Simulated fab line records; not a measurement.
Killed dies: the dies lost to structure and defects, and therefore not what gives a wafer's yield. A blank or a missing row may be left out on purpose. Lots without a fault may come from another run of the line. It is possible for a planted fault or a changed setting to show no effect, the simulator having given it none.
fab line records    flow n5Finfet
[record] lots = 10  wafers = 30  lastDay = 18
route steps=1938 shown BEOL_M4@1111 BEOL_M6@1249 BEOL_M7@1264 PASSIVATION@1936
lots that met no fault: taken from a fault-free run of the same line
startH: hours from the record's opening day to when the first of the lot's shown wafers began    waitH: hours since the lot's step before    " unchanged from the row above    L1.1+2: a single row standing in for several wafers    - either no value or no given start    * or withheld: withheld    < > ~ a bound
route shown NAME@n: a module of which the file shows steps, and the number in the route of the first    usual: mean and standard deviation over wafers with no fault    same: alike in all rows    chamber/n: place in a boat    sites: per-site readings    _std_site: the standard deviation of these    _edge_site: the outer-site mean with the inner-site mean subtracted    radiusMm: how far each site lies from the wafer's centre    mask NAME#n: copy n    behind: the tool/chamber that last shaped the wafer    hold: cause of the lot's hold/its duration in hours/its outcome    device: the n, p or np transistor that did not switch    end of line: tests of these same wafers at the route's end    a step without rows: its recipe alone    killed: not the wafer's yield, but the dies lost to structure and defects at the first sort    map: per-die view of a wafer (x killed, . not killed, _ where there is no die)
set.NAME: the setting as run; set.NAME@STEP: as run at that earlier step    model.NAME: the simulator's own value behind a step, which no gauge read
steps of the route over a sample of lots; a table a step, a row a wafer
services: from which hour (startH, from the record's first day; less than 0 if before it) a tool's chamber was out of use, for how many hours, and why
[[steps]]
[step N5_BEOL_M4_RC_MEAS_101]
[usual] DIBL_N = 36.5/1.4  DIBL_P = 36.9/1.7  IOFF_N = 0.163/0.023  IOFF_P = 0.22/0.032  ION_N = 673/9  ION_P = 462/7.5  SS_N = 71.6/0.54  SS_P = 73.4/0.62  VT_N = 249.8/2.8  VT_P = -250/3.5
lot.wafer  tool       chamber  startH  waitH  DIBL_N[mV/V]  DIBL_P[mV/V]  IOFF_N[nA/um]  IOFF_P[nA/um]  ION_N[uA/um]  ION_P[uA/um]  SS_N[mV/dec]  SS_P[mV/dec]  VT_N[mV]  VT_P[mV]
L536.2     prober-02  0        182.56  0.2    36.8          36.5          0.161          0.26           684           479           71.6          73.5          249.2     -243
L536.4     "          0        "       "      37.5          36.5          0.173          0.25           680           475           72.0          73.7          247.9     -248
L536.6     "          0        "       "      38.1          37.9          0.186          0.29           689           482           71.9          73.7          245.9     -244
L538.2     prober-01  0        188.16  0.2    37.6          36.9          0.182          0.29           679           470           71.9          72.8          247.3     -242
L538.3     "          0        "       "      37.0          35.2          0.159          0.25           663           466           72.1          73.0          249.2     -245
L538.4     "          0        "       "      36.0          35.0          0.147          0.25           675           472           71.5          72.7          251.0     -243
L540.2     prober-01  0        197.64  0.2    35.7          35.3          0.135          0.19           663           459           71.3          73.8          253.6     -253
L540.3     "          0        "       "      37.9          38.6          0.182          0.24           680           464           71.5          74.6          247.2     -248
L540.4     "          0        "       "      37.6          37.6          0.172          0.22           689           470           71.0          74.1          249.3     -251
L541.3     prober-01  0        210.98  0.3    36.0          35.8          0.153          0.19           673           455           72.0          73.9          249.3     -253
L541.4     "          0        "       "      37.8          37.9          0.184          0.22           667           450           72.8          73.8          247.4     -251
L541.6     "          0        "       "      37.8          37.7          0.179          0.21           684           457           72.0          73.6          245.8     -253
L549.1     prober-01  0        250.54  0.0    37.3          38.5          0.196          0.24           682           462           71.8          74.2          245.1     -249
L549.2     "          0        "       "      38.3          39.0          0.204          0.25           694           464           71.9          74.2          244.8     -248
L549.3     "          0        "       "      36.1          36.6          0.161          0.22           687           469           70.9          74.0          248.7     -249
L550.2     prober-02  0        272.90  0.2    38.2          39.0          0.202          0.26           680           470           71.1          73.4          245.6     -246
L550.3     "          0        "       "      35.8          36.5          0.160          0.21           660           454           71.4          72.9          248.4     -249
L550.4     "          0        "       "      35.6          35.4          0.148          0.19           676           460           71.3          73.3          250.4     -252
L551.2     prober-02  0        276.68  0.2    36.8          38.5          0.174          0.21           686           462           71.9          73.5          247.8     -251
L551.3     "          0        "       "      36.8          38.7          0.182          0.24           684           470           71.7          73.6          248.8     -248
L551.5     "          0        "       "      37.8          40.1          0.198          0.25           688           467           72.4          73.6          244.6     -246
L553.1     prober-01  0        277.93  0.0    33.6          35.0          0.123          0.19           658           461           70.9          72.6          255.1     -251
L553.2     "          0        "       "      35.3          36.8          0.146          0.21           678           464           71.4          73.4          253.1     -252
L553.5     "          0        "       "      33.0          34.3          0.114          0.18           657           461           71.1          73.1          255.0     -256
L552.2     prober-01  0        280.63  0.2    37.0          38.6          0.158          0.21           673           466           71.4          73.5          249.6     -250
L552.4     "          0        "       "      38.6          40.0          0.175          0.22           676           457           72.2          73.9          251.9     -253
L552.6     "          0        "       "      38.9          39.9          0.186          0.23           676           459           72.4          74.1          250.7     -251
L556.1     prober-02  0        309.87  0.0    37.4          36.8          0.154          0.21           669           464           71.8          73.0          251.2     -249
L556.3     "          0        "       "      35.0          33.4          0.117          0.16           668           456           71.4          72.8          254.7     -253
L556.5     "          0        "       "      37.4          36.2          0.156          0.20           664           455           71.9          73.4          252.8     -249
[step N5_BEOL_M6_DEGAS_44]
[recipe] ambient = vacuum  tempC = 250  timeS = 60
[usual] heaterPowerW = 341/37
lot.wafer  tool           chamber  startH  waitH  heaterPowerW
L536.2     pvdSputter-01  -        201.31  0.6    293
L536.4     "              -        "       "      327
L536.6     "              -        "       "      295
L538.2     pvdSputter-02  -        205.91  0.3    377
L538.3     "              -        "       "      302
L538.4     "              -        "       "      302
L540.2     pvdSputter-02  -        228.14  0.3    296
L540.3     "              -        "       "      322
L540.4     "              -        "       "      368
L541.3     pvdSputter-03  -        228.79  0.3    401
L541.4     "              -        "       "      346
L541.6     "              -        "       "      396
L549.1     pvdSputter-01  -        271.21  0.4    343
L549.2     "              -        "       "      337
L549.3     "              -        "       "      298
L550.2     pvdSputter-02  -        292.34  0.8    293
L550.3     "              -        "       "      380
L550.4     "              -        "       "      312
L551.2     pvdSputter-02  -        297.66  1.2    306
L551.3     "              -        "       "      300
L551.5     "              -        "       "      374
L553.1     pvdSputter-03  -        297.72  1.0    391
L553.2     "              -        "       "      297
L553.5     "              -        "       "      341
L552.2     pvdSputter-03  -        302.40  1.9    293
L552.4     "              -        "       "      404
L552.6     "              -        "       "      383
L556.1     pvdSputter-03  -        331.16  0.3    343
L556.3     "              -        "       "      396
L556.5     "              -        "       "      400
[step N5_BEOL_M6_SPUTTER_48]
[recipe] material = Cu  targetThkA = 100  tempC = -20  biasV = 60  powerW = 26000  chamberPressurePa = 0.13  timeS = 1.667
[usual] biasV = 60.1/0.6  cathodeDcPowerW = 26000/4.7  substrateTempC = -20.01/0.11  throttleValvePct = 29.6/1.1
lot.wafer  tool           chamber  startH  waitH  biasV  cathodeDcPowerW  substrateTempC  throttleValvePct
L536.2     pvdSputter-01  -        202.13  0.1    59.4   26003            -19.86          27.5
L536.4     "              -        "       "      60.5   25997            -20.05          30.7
L536.6     "              -        "       "      60.1   25999            -19.92          27.8
L538.2     pvdSputter-03  -        206.55  0.1    61.1   26003            -20.00          30.8
L538.3     "              -        "       "      61.6   26007            -19.91          30.4
L538.4     "              -        "       "      60.4   26004            -20.09          29.3
L540.2     pvdSputter-02  -        228.76  0.1    -      -                -               -
L540.3     "              -        "       "      -      -                -               -
L540.4     "              -        "       "      -      -                -               -
L541.3     pvdSputter-01  -        229.35  0.1    -      -                -               -
L541.4     "              -        "       "      -      -                -               -
L541.6     "              -        "       "      -      -                -               -
L549.1     pvdSputter-01  -        272.17  0.1    60.4   26002            -20.12          31.0
L549.2     "              -        "       "      60.9   26004            -19.98          29.0
L549.3     "              -        "       "      59.9   26012            -20.06          29.7
L550.2     pvdSputter-02  -        293.20  0.1    60.1   26003            -19.99          30.1
L550.3     "              -        "       "      59.0   26000            -20.06          29.7
L550.4     "              -        "       "      60.4   25991            -19.94          30.8
L551.2     pvdSputter-01  -        298.34  0.2    59.0   25997            -20.11          30.8
L551.3     "              -        "       "      59.6   25996            -20.15          29.1
L551.5     "              -        "       "      59.8   25998            -19.96          29.9
L553.1     pvdSputter-01  -        298.42  0.2    61.2   26015            -20.03          29.8
L553.2     "              -        "       "      59.7   26000            -19.97          29.3
L553.5     "              -        "       "      60.1   26002            -20.18          27.7
L552.2     pvdSputter-01  -        303.08  0.1    60.0   26001            -20.18          29.2
L552.4     "              -        "       "      60.8   25998            -20.05          30.6
L552.6     "              -        "       "      60.9   26000            -20.23          27.8
L556.1     pvdSputter-02  -        332.83  0.5    60.4   25999            -19.86          31.1
L556.3     "              -        "       "      60.3   26000            -20.11          27.3
L556.5     "              -        "       "      60.4   25998            -20.14          29.5
[step N5_BEOL_M6_CMP_52]
[recipe] stopOn = SiCOH_lowk  tOverpolishS = 6.9  downForcePsi = 1  platenRpm = 50  clearingPlatenDownForcePsi = 1.5  clearingPlatenRpm = 50  postCmpClean = cuAlkaline  targetThkNm = 80  clearingPlatenPadVelocityMS = 0.99484  padVelocityMS = 0.99484
[usual] clearingPlatenRpm = 50.00/0.031  motorCurrentA = 6.0/0.77  retainingRingPressureFrac = 1.000/0.0048  timeToEndpointS = 63.0/2.8
lot.wafer  tool    chamber  startH  waitH  clearingPlatenRpm  motorCurrentA  retainingRingPressureFrac  timeToEndpointS
L536.4     cmp-04  3        202.78  0.2    49.98              5.8            1.006                      63.8
L536.2     "       0        "       "      50.05              5.9            1.005                      60.7
L536.6     "       1        "       "      50.02              5.4            1.004                      59.6
L538.4     cmp-01  0        207.28  0.1    50.00              5.4            0.993                      59.8
L538.3     "       1        "       "      50.01              4.8            0.998                      61.6
L538.2     "       2        "       "      49.96              5.8            0.994                      62.4
L540.3     cmp-01  3        229.96  0.2    50.03              6.3            0.997                      4.0
L540.2     "       0        "       "      50.01              5.1            1.006                      1.1
L540.4     "       1        "       "      50.02              4.6            0.991                      1.2
L541.3     cmp-02  0        230.79  0.4    50.00              6.2            1.003                      0.0
L541.4     "       1        "       "      50.01              6.7            0.997                      0.9
L541.6     "       2        "       "      49.96              7.4            0.993                      0.0
L549.1     cmp-04  3        274.04  0.3    49.91              5.7            1.006                      57.3
L549.2     "       1        "       "      50.01              5.4            1.000                      61.3
L549.3     "       2        "       "      50.00              7.2            0.998                      63.0
L550.2     cmp-04  3        293.75  0.2    50.03              5.6            1.000                      62.7
L550.4     "       0        "       "      50.01              5.8            1.001                      62.2
L550.3     "       1        "       "      50.01              5.4            0.998                      62.9
L551.2     cmp-02  2        298.99  0.2    50.04              7.2            0.996                      62.8
L551.3     "       1        "       "      50.05              6.4            1.009                      67.1
L551.5     "       3        "       "      50.02              6.1            1.002                      64.7
L553.2     cmp-01  0        299.01  0.2    49.98              5.1            0.997                      68.9
L553.1     "       3        "       "      49.98              6.7            1.008                      69.3
L553.5     "       1        "       "      50.04              4.9            0.995                      64.6
L552.2     cmp-02  1        303.68  0.3    50.05              6.3            1.007                      68.2
L552.4     "       2        "       "      49.99              7.5            0.997                      65.2
L552.6     "       0        "       "      49.99              6.1            0.996                      64.9
L556.3     cmp-02  1        333.43  0.2    50.01              6.2            0.991                      66.5
L556.1     "       3        "       "      49.96              6.0            1.006                      66.6
L556.5     "       1        "       "      50.03              6.1            0.998                      71.5
[step N5_BEOL_M7_CURE_74]
[recipe] tempC = 385  timeS = 240  ambient = He/Ar  material = SiCOH_lowk
[usual] lampPowerPct = 52.31/0.057  wafer_temp_C_max = 386.6/0.49
lot.wafer  tool       chamber  startH  waitH  lampPowerPct  wafer_temp_C_max
L536.2     uvCure-01  2        203.37  0.1    52.31         385.9
L536.4     "          2        "       "      52.34         386.1
L536.6     "          2        "       "      52.30         386.4
L538.2     uvCure-02  1        208.11  0.3    52.40         386.5
L538.3     "          1        "       "      52.38         386.0
L538.4     "          1        "       "      52.32         386.7
L549.1     uvCure-03  0        274.59  0.0    52.39         387.0
L549.2     "          0        "       "      52.32         386.9
L549.3     "          0        "       "      52.25         387.9
L550.2     uvCure-02  2        294.44  0.2    52.25         386.3
L550.3     "          2        "       "      52.32         386.5
L550.4     "          2        "       "      52.38         386.0
L553.1     uvCure-01  0        299.57  0.0    52.28         386.2
L553.2     "          0        "       "      52.43         385.9
L553.5     "          0        "       "      52.29         386.0
L551.2     uvCure-03  1        299.62  0.1    52.34         386.0
L551.3     "          1        "       "      52.32         386.8
L551.5     "          1        "       "      52.25         386.4
L552.2     uvCure-02  0        304.24  0.1    52.41         387.0
L552.4     "          0        "       "      52.27         386.9
L552.6     "          0        "       "      52.23         386.7
L556.1     uvCure-03  0        333.95  0.0    52.30         388.0
L556.3     "          0        "       "      52.28         387.8
L556.5     "          0        "       "      52.43         387.5
[step N5_PASSIVATION_PROBE_49]
[usual] defectLimitedYield = 91.2/1.4  killed_at_M0_to_M3 = 35/11  killed_at_M4_up = 12/4.2  killedAtContacts = 13/5.6  killedAtFrontEnd = 40/12  killedAtOther = 3.3/2.6  killedDies = 103/17  killedOnRim = 14/4.5  killedOpen = 68/12  killedShort = 34/7.6  sort_bin_5_function = 5.1/0.95  sort_bin_6_memory = 3.3/0.68  sortNPass = 1077/17  sortYieldPct = 91.2/1.4
[same] grossDies = 1180  killedAtBackSide = 0  sort_bin_4_leakage[%] = 0  sort_bin_8_speed[%] = 0
lot.wafer  tool       chamber  startH  waitH  defectLimitedYield[%]  killed_at_M0_to_M3  killed_at_M4_up  killedAtContacts  killedAtFrontEnd  killedAtOther  killedDies  killedOnRim  killedOpen  killedShort  sort_bin_5_function[%]  sort_bin_6_memory[%]  sortNPass  sortYieldPct[%]
L541.3     prober-02  -        306.08  0.1    0                      31                  1084             30                34                1              1180        152          83          31           95.9                    4.0                   0          0
L541.4     prober-02  -        306.13  0.2    0                      45                  1082             22                30                1              1180        152          73          32           96.3                    3.5                   0          0
L541.6     prober-02  -        306.23  0.3    0                      30                  1091             17                42                0              1180        152          71          35           95.9                    3.6                   0          0
L540.2     prober-01  -        309.96  0.1    0                      25                  1095             16                41                3              1180        152          65          29           97.0                    2.9                   0          0
L540.3     prober-01  -        310.01  0.1    0                      26                  1076             8                 69                1              1180        152          67          52           95.7                    4.2                   0          0
L540.4     prober-01  -        310.06  0.2    0                      37                  1101             10                30                2              1180        152          55          33           96.4                    3.1                   0          0
// killed by level:class
L541.3 BEOL_M6:areaSputter=535 BEOL_M6:areaEcd=531 MOL_CONTACT_COAG:geometricParticle:open=25 STI_FIN_REVEAL:geometricParticle:open=12 BEOL_M0_SAQP:geometricParticle:open=12 BEOL_M0_SAQP:geometricParticle:short=8 BEOL_M4:geometricParticle:open=7 MOL_CONTACT_COAG:geometricParticle:short=5
L541.4 BEOL_M6:areaEcd=560 BEOL_M6:areaSputter=514 MOL_CONTACT_COAG:geometricParticle:open=19 BEOL_M1:geometricParticle:open=8 BEOL_M0_SAQP:geometricParticle:open=7 BEOL_M0_SAQP:geometricParticle:short=7 BEOL_M2:geometricParticle:open=7 BEOL_M2:geometricParticle:short=7
L541.6 BEOL_M6:areaSputter=540 BEOL_M6:areaEcd=533 MOL_CONTACT_COAG:geometricParticle:open=16 STI_FIN_REVEAL:geometricParticle:open=15 BEOL_M0_SAQP:geometricParticle:open=9 BEOL_M4:geometricParticle:open=8 FIN_SAQP:geometricParticle:short=7 BEOL_M0_SAQP:geometricParticle:short=7
L540.2 BEOL_M6:areaSputter=545 BEOL_M6:areaEcd=540 MOL_CONTACT_COAG:geometricParticle:open=13 FIN_SAQP:geometricParticle:open=10 BEOL_M3:geometricParticle:open=10 FIN_SAQP:geometricParticle:short=6 STI_FIN_REVEAL:geometricParticle:open=6 BEOL_M2:geometricParticle:open=5
L540.3 BEOL_M6:areaEcd=540 BEOL_M6:areaSputter=521 FIN_SAQP:geometricParticle:short=20 FIN_SAQP:geometricParticle:open=16 BEOL_M0_SAQP:geometricParticle:open=10 STARTING-WAFER:geometricParticle:short=8 BEOL_M0_SAQP:geometricParticle:short=7 STARTING-WAFER:geometricParticle:open=7
L540.4 BEOL_M6:areaEcd=561 BEOL_M6:areaSputter=530 MOL_CONTACT_COAG:geometricParticle:open=10 BEOL_M0_SAQP:geometricParticle:short=9 BEOL_M4:geometricParticle:open=9 FIN_SAQP:geometricParticle:short=7 BEOL_M2:geometricParticle:open=6 BEOL_M3:geometricParticle:open=6
[[services]]
tool           chamber  startH  hours  kind
cmp-01         -        199.18  4.0    pm
cmp-01         -        203.18  -      consumableReplace:conditioner
cmp-01         -        203.18  -      consumableReplace:pad
uvCure-03      -        207.57  2.1    pm
cmp-04         -        213.35  0.6    repair
uvCure-02      -        215.20  9.5    repair
cmp-02         -        238.10  4.6    pm
cmp-02         -        252.18  7.7    pm
cmp-02         -        280.94  4.0    pm
pvdSputter-01  -        281.97  1.4    repair
cmp-02         -        284.94  -      consumableReplace:conditioner
cmp-02         -        284.94  -      consumableReplace:pad
uvCure-01      -        285.16  4.7    repair
cmp-04         -        294.42  4.0    pm
cmp-04         -        298.42  -      consumableReplace:conditioner
cmp-04         -        298.42  -      consumableReplace:pad
uvCure-03      -        302.98  7.5    pm
uvCure-03      -        325.83  6.0    pm
pvdSputter-01  -        327.03  2.4    repair
cmp-04         -        330.52  2.3    repair
uvCure-03      -        331.83  1.0    pm
[[key]]
[firstSign] step = N5_BEOL_M6_SPUTTER_48  reading = toolRecord  direction = missing
[effect] step = N5_BEOL_M6_CMP_52  reading = timeToEndpointS  direction = down  sigmas = 22  usual = *  struck = *
[effect] step = N5_PASSIVATION_PROBE_49  reading = killed_at_M4_up  direction = up  sigmas = 99+  usual = 12  struck = 1088
[moreKillsBornAt] N5_BEOL_M6_ECD_50@ecdCu-01 = 3265  N5_BEOL_M6_SPUTTER_48@pvdSputter-02 = 1596  N5_BEOL_M6_SPUTTER_48@pvdSputter-01 = 1589
metAt N5_BEOL_M6_SPUTTER_48
struckLots L540,L541
laterRowsLeftOut L540.2,L540.3,L540.4,L541.3,L541.4,L541.6
notActingAt N5_BEOL_M6_DEGAS_44,N5_BEOL_M7_CURE_74
onsetBetween 202.13 228.76
[fault] kind = skippedStepWhole  tool = pvdSputter-01,pvdSputter-02  chamber = -  onsetH = 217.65  steps = N5_BEOL_M6_SPUTTER_48  scope = struckLotsOnly
// laterRowsLeftOut: the simulator's readings of these wafers behind a module that went badly wrong aren't trusted and aren't shown, but for the sort
